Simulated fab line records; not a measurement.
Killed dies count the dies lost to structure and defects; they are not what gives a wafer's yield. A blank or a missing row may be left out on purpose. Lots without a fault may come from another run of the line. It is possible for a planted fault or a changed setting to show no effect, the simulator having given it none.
fab line records ; flow n5_finfet ; part 2 of 2: steps 5 to 6 of 6
record lots=23; wafers=69; last_day=20
route steps=1938 shown GATE_CUT@473 MOL_CONTACT_COAG@539
lots that met no fault: taken from a fault-free run of the same line
start_h: hours from the record's first day to the start of the lot's first wafer shown ; wait_h: time in hours since the lot's previous step ; " as in the row above ; L1.1+2: a single row standing in for several wafers ; - either no value or no given start ; * or withheld: withheld ; < > ~ a bound
route shown NAME@n: a module of which the file shows steps, and the number in the route of the first ; usual: the fault-free wafers' mean and standard deviation ; same: alike in all rows ; chamber/n: place in a boat ; sites: readings site by site ; _std_site: the values' standard deviation ; _edge_site: mean of outer sites minus mean of inner sites ; radius_mm: for every site, how far away it sits from the centre of the wafer ; mask NAME#n: copy n ; behind: the last tool/chamber to shape the wafer ; hold: what put the lot on hold/how long, in hours/how the hold closed ; device: whichever transistor did not switch (one of n, p or np) ; end of line: tests of these same wafers at the route's end ; a step with no rows: only its recipe ; killed: dies that structure and defects cost at the first sort, which is not the same as the wafer's yield ; map: a wafer's dies, x killed, . not, _ none there
set.NAME: the setting that was run; set.NAME@STEP: the one run at that earlier step ; model.NAME: the simulator's own value behind a step, which no gauge read
one table for each step of the route and one row for each wafer, over a sample of lots
services: the hour from which a tool's chamber was out of use, counted from the record's first day as start_h (under 0 if before that day), plus the number of hours and why
## steps
# step N5_MOL_CONTACT_COAG_TI_SIL_19
# recipe material=Ti; target_thk_a=42; temp_c=200; chamber_pressure_pa=5; power_w=5000; time_s=15
# usual throttle_valve_pct=30.4/0.6
lot.wafer;tool;chamber;start_h;wait_h;throttle_valve_pct
L074.1;pvd_sputter-02;-;89.19;0.3;29.8
L074.4;pvd_sputter-02;-;89.19;0.3;30.9
L074.6;pvd_sputter-02;-;89.19;0.3;30.3
L075.1;pvd_sputter-02;-;96.66;0.2;31.1
L075.4;pvd_sputter-02;-;96.66;0.2;29.9
L075.5;pvd_sputter-02;-;96.66;0.2;31.0
L077.1;pvd_sputter-02;-;108.66;0.2;29.8
L077.4;pvd_sputter-02;-;108.66;0.2;31.2
L077.5;pvd_sputter-02;-;108.66;0.2;30.0
L078.1;pvd_sputter-01;-;110.86;0.5;31.1
L078.4;pvd_sputter-01;-;110.86;0.5;31.6
L078.6;pvd_sputter-01;-;110.86;0.5;30.4
L079.4;pvd_sputter-03;-;120.37;0.1;29.7
L079.5;pvd_sputter-03;-;120.37;0.1;30.2
L079.6;pvd_sputter-03;-;120.37;0.1;30.8
L080.2;pvd_sputter-02;-;128.98;0.2;30.0
L080.3;pvd_sputter-02;-;128.98;0.2;29.8
L080.6;pvd_sputter-02;-;128.98;0.2;29.9
L081.1;pvd_sputter-02;-;130.12;0.2;30.4
L081.4;pvd_sputter-02;-;130.12;0.2;30.0
L081.5;pvd_sputter-02;-;130.12;0.2;30.2
L082.1;pvd_sputter-02;-;137.66;0.2;30.1
L082.5;pvd_sputter-02;-;137.66;0.2;30.1
L082.6;pvd_sputter-02;-;137.66;0.2;30.0
L083.1;pvd_sputter-03;-;144.89;0.2;30.4
L083.4;pvd_sputter-03;-;144.89;0.2;30.4
L083.6;pvd_sputter-03;-;144.89;0.2;30.6
L084.2;pvd_sputter-01;-;151.08;0.2;31.7
L084.3;pvd_sputter-01;-;151.08;0.2;30.9
L084.5;pvd_sputter-01;-;151.08;0.2;30.2
L086.1;pvd_sputter-03;-;161.89;0.2;30.1
L086.4;pvd_sputter-03;-;161.89;0.2;30.2
L086.5;pvd_sputter-03;-;161.89;0.2;29.6
L085.3;pvd_sputter-01;-;165.51;1.8;30.2
L085.4;pvd_sputter-01;-;165.51;1.8;31.3
L085.5;pvd_sputter-01;-;165.51;1.8;30.2
L087.4;pvd_sputter-02;-;170.10;0.3;29.8
L087.5;pvd_sputter-02;-;170.10;0.3;31.2
L087.6;pvd_sputter-02;-;170.10;0.3;29.9
L089.3;pvd_sputter-01;-;180.62;0.1;31.7
L089.4;pvd_sputter-01;-;180.62;0.1;30.3
L089.6;pvd_sputter-01;-;180.62;0.1;31.5
L088.1;pvd_sputter-02;-;182.74;0.6;30.0
L088.4;pvd_sputter-02;-;182.74;0.6;30.2
L088.6;pvd_sputter-02;-;182.74;0.6;30.1
L090.1;pvd_sputter-03;-;187.64;0.4;29.4
L090.5;pvd_sputter-03;-;187.64;0.4;30.4
L090.6;pvd_sputter-03;-;187.64;0.4;30.2
L091.2;pvd_sputter-03;-;195.88;0.3;30.2
L091.3;pvd_sputter-03;-;195.88;0.3;30.2
L091.4;pvd_sputter-03;-;195.88;0.3;30.6
L092.2;pvd_sputter-02;-;199.64;0.2;30.1
L092.4;pvd_sputter-02;-;199.64;0.2;31.1
L092.5;pvd_sputter-02;-;199.64;0.2;30.9
L093.2;pvd_sputter-03;-;206.38;0.2;30.3
L093.3;pvd_sputter-03;-;206.38;0.2;30.3
L093.4;pvd_sputter-03;-;206.38;0.2;30.9
L094.2;pvd_sputter-01;-;209.48;0.2;31.5
L094.4;pvd_sputter-01;-;209.48;0.2;30.2
L094.5;pvd_sputter-01;-;209.48;0.2;30.8
L095.1;pvd_sputter-03;-;217.57;0.4;30.2
L095.3;pvd_sputter-03;-;217.57;0.4;30.8
L095.6;pvd_sputter-03;-;217.57;0.4;30.3
L096.2;pvd_sputter-02;-;223.39;0.2;31.1
L096.4;pvd_sputter-02;-;223.39;0.2;29.9
L096.6;pvd_sputter-02;-;223.39;0.2;30.0
L097.1;pvd_sputter-03;-;247.25;0.2;29.4
L097.2;pvd_sputter-03;-;247.25;0.2;30.3
L097.5;pvd_sputter-03;-;247.25;0.2;29.4
# step N5_MOL_CONTACT_COAG_SIL_ANNEAL_21
# recipe temp_c=550; time_s=60; ambient=N2
# usual lamp_power_pct=6.61/0.072; lamp_zone_2_pct=6.61/0.071; lamp_zone_7_pct=6.95/0.075; wafer_temp_C_max=551.7/0.35
lot.wafer;tool;chamber;start_h;wait_h;lamp_power_pct;lamp_zone_2_pct;lamp_zone_7_pct;wafer_temp_C_max
L074.1;rtp_anneal-01;0;89.69;0.2;6.67;6.67;7.02;551.6
L074.4;rtp_anneal-01;0;89.69;0.2;6.66;6.67;7.00;551.0
L074.6;rtp_anneal-01;0;89.69;0.2;6.68;6.67;7.01;551.6
L075.1;rtp_anneal-02;0;97.17;0.2;6.53;6.53;6.85;552.2
L075.4;rtp_anneal-02;0;97.17;0.2;6.53;6.53;6.86;551.8
L075.5;rtp_anneal-02;0;97.17;0.2;6.53;6.54;6.85;551.7
L077.1;rtp_anneal-01;0;109.16;0.2;6.67;6.67;7.02;552.0
L077.4;rtp_anneal-01;0;109.16;0.2;6.68;6.66;7.01;551.7
L077.5;rtp_anneal-01;0;109.16;0.2;6.68;6.68;7.02;551.5
L078.1;rtp_anneal-01;0;111.36;0.2;6.67;6.66;7.00;551.7
L078.4;rtp_anneal-01;0;111.36;0.2;6.68;6.68;7.00;551.7
L078.6;rtp_anneal-01;0;111.36;0.2;6.66;6.67;7.01;552.3
L079.4;rtp_anneal-02;0;120.97;0.3;6.53;6.53;6.86;552.0
L079.5;rtp_anneal-02;0;120.97;0.3;6.52;6.52;6.85;551.4
L079.6;rtp_anneal-02;0;120.97;0.3;6.53;6.53;6.86;552.0
L080.2;rtp_anneal-02;0;129.59;0.3;6.52;6.53;6.86;551.6
L080.3;rtp_anneal-02;0;129.59;0.3;6.53;6.53;6.86;551.8
L080.6;rtp_anneal-02;0;129.59;0.3;6.53;6.53;6.86;551.7
L081.1;rtp_anneal-01;0;130.72;0.3;6.67;6.67;7.01;552.2
L081.4;rtp_anneal-01;0;130.72;0.3;6.68;6.66;7.01;551.9
L081.5;rtp_anneal-01;0;130.72;0.3;6.68;6.67;7.01;551.7
L082.1;rtp_anneal-01;0;138.15;0.2;6.67;6.67;7.02;551.2
L082.5;rtp_anneal-01;0;138.15;0.2;6.67;6.68;7.01;551.0
L082.6;rtp_anneal-01;0;138.15;0.2;6.68;6.67;7.01;551.6
L083.1;rtp_anneal-02;0;145.39;0.2;6.53;6.53;6.86;552.2
L083.4;rtp_anneal-02;0;145.39;0.2;6.52;6.52;6.87;551.9
L083.6;rtp_anneal-02;0;145.39;0.2;6.54;6.53;6.87;552.3
L084.2;rtp_anneal-01;0;151.61;0.2;6.67;6.66;7.02;551.9
L084.3;rtp_anneal-01;0;151.61;0.2;6.67;6.67;7.02;551.4
L084.5;rtp_anneal-01;0;151.61;0.2;6.68;6.67;7.02;552.1
L086.1;rtp_anneal-02;0;162.38;0.2;6.53;6.53;6.85;552.5
L086.4;rtp_anneal-02;0;162.38;0.2;6.53;6.53;6.87;551.9
L086.5;rtp_anneal-02;0;162.38;0.2;6.52;6.53;6.87;552.0
L085.3;rtp_anneal-02;0;166.07;0.3;6.52;6.53;6.86;551.9
L085.4;rtp_anneal-02;0;166.07;0.3;6.53;6.52;6.86;551.5
L085.5;rtp_anneal-02;0;166.07;0.3;6.52;6.52;6.86;551.6
L087.4;rtp_anneal-02;0;170.78;0.4;6.52;6.53;6.85;551.9
L087.5;rtp_anneal-02;0;170.78;0.4;6.53;6.52;6.85;552.0
L087.6;rtp_anneal-02;0;170.78;0.4;6.52;6.53;6.85;552.5
L089.3;rtp_anneal-01;0;181.17;0.3;6.67;6.68;7.01;552.0
L089.4;rtp_anneal-01;0;181.17;0.3;6.66;6.67;7.02;551.7
L089.6;rtp_anneal-01;0;181.17;0.3;6.68;6.67;7.01;552.0
L088.1;rtp_anneal-01;0;183.24;0.2;6.67;6.68;7.00;551.5
L088.4;rtp_anneal-01;0;183.24;0.2;6.66;6.68;7.01;551.8
L088.6;rtp_anneal-01;0;183.24;0.2;6.67;6.68;7.01;551.6
L090.1;rtp_anneal-01;0;188.13;0.2;6.67;6.67;7.01;551.5
L090.5;rtp_anneal-01;0;188.13;0.2;6.68;6.67;7.01;551.5
L090.6;rtp_anneal-01;0;188.13;0.2;6.66;6.66;7.02;551.5
L091.2;rtp_anneal-02;0;196.46;0.3;6.53;6.52;6.86;552.3
L091.3;rtp_anneal-02;0;196.46;0.3;6.53;6.54;6.86;551.6
L091.4;rtp_anneal-02;0;196.46;0.3;6.52;6.53;6.85;551.2
L092.2;rtp_anneal-01;0;200.16;0.2;6.67;6.68;7.00;551.1
L092.4;rtp_anneal-01;0;200.16;0.2;6.66;6.68;7.02;551.1
L092.5;rtp_anneal-01;0;200.16;0.2;6.67;6.67;7.03;551.5
L093.2;rtp_anneal-01;0;206.90;0.2;6.67;6.67;7.02;551.2
L093.3;rtp_anneal-01;0;206.90;0.2;6.68;6.67;7.01;551.4
L093.4;rtp_anneal-01;0;206.90;0.2;6.68;6.67;7.02;551.7
L094.2;rtp_anneal-01;0;210.01;0.2;6.67;6.67;7.02;551.8
L094.4;rtp_anneal-01;0;210.01;0.2;6.67;6.67;7.01;551.4
L094.5;rtp_anneal-01;0;210.01;0.2;6.67;6.65;7.00;552.1
L095.1;rtp_anneal-02;0;218.07;0.2;6.52;6.54;6.86;552.1
L095.3;rtp_anneal-02;0;218.07;0.2;6.53;6.54;6.86;551.6
L095.6;rtp_anneal-02;0;218.07;0.2;6.53;6.53;6.85;551.3
L096.2;rtp_anneal-01;0;223.93;0.3;6.66;6.67;7.01;551.8
L096.4;rtp_anneal-01;0;223.93;0.3;6.68;6.68;7.01;552.0
L096.6;rtp_anneal-01;0;223.93;0.3;6.68;6.67;7.01;552.9
L097.1;rtp_anneal-02;0;247.75;0.2;6.53;6.53;6.87;552.4
L097.2;rtp_anneal-02;0;247.75;0.2;6.53;6.53;6.87;551.3
L097.5;rtp_anneal-02;0;247.75;0.2;6.53;6.54;6.85;551.3
## services
tool;chamber;start_h;hours;kind
ald_sin-02;2;74.33;6.8;repair
ald_sin-03;-;79.71;2.8;pm
ald_sin-03;-;85.81;14.0;pm
pvd_sputter-01;-;88.43;11.4;repair
rie_diel-02;0;96.26;6.7;repair
rie_diel-02;-;97.17;0.2;repair
ald_sin-02;-;97.52;6.0;pm
rie_diel-04;3;103.26;4.3;repair
ald_sin-03;-;104.73;6.1;pm
rie_diel-02;-;112.60;2.8;pm
pvd_sputter-01;-;115.28;5.0;repair
ald_sin-03;1;127.01;11.4;repair
rie_diel-06;2;128.81;12.8;repair
rie_diel-01;-;129.43;10.9;repair
pvd_sputter-01;-;137.31;1.3;repair
rie_diel-04;3;138.33;9.4;repair
rie_diel-06;-;143.51;0.7;repair
rie_diel-01;2;143.52;8.2;repair
pvd_sputter-03;-;164.50;2.8;repair
rie_diel-02;3;173.20;15.3;repair
ald_sin-02;-;177.90;14.0;pm
rie_diel-02;0;191.16;13.6;repair
ald_sin-03;3;230.62;14.3;repair
ald_sin-03;2;232.83;15.8;repair
